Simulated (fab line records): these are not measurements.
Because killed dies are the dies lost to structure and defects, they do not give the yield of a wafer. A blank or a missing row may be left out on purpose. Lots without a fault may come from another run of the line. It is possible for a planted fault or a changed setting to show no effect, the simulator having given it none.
Chamber matching    flow nand harc    4 sister chambers for NHARC_A_CONTACT_CMP_20 on cmp-04
The step polishes, t overpolish 30 s, target thk 300 nm. 4 wafers are shown with their chamber, then 7 later ones without.

WAFERS PAIRED WITH THEIR CHAMBERS
wafer   chamber  motor current A (A)
L081.4  0        10.5
L086.4  2        12.9
L085.2  3        13.0
L085.4  1        12.8

WAFERS WHOSE CHAMBER IS MISSING
wafer   motor current A (A)
L085.5  13.1
L087.1  10.7
L087.2  13.6
L087.3  13.4
L090.3  12.5
L090.4  11.0
L090.5  13.1

WHICH CHAMBER EACH WENT THROUGH
wafer   from the rows above           in truth
L085.5  can't be placed: 3 or 2 or 1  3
L087.1  0                             0
L087.2  can't be placed: 3 or 2 or 1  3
L087.3  can't be placed: 3 or 2 or 1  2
L090.3  can't be placed: 1 or 2 or 3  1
L090.4  0                             0
L090.5  can't be placed: 3 or 2 or 1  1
Correct placement for 2 of the 7. Not placeable from these rows: 5 (in 5, the candidates include the true chamber). 0 placed wrongly.
How it was worked out, from the rows above alone: a wafer's distance from a chamber is the root of the sum, over the readings, of the square of ((its reading less the chamber's mean) divided by the reading's scatter). If the next closest chamber is less than 2 further off than the closest, the wafer can't be placed; otherwise it belongs to the closest. A chamber's mean is the mean of its shown wafers. The scatter (one wafer shown for each chamber): square how far every hidden wafer sits from the nearest shown wafer, average those squares and take the square root.
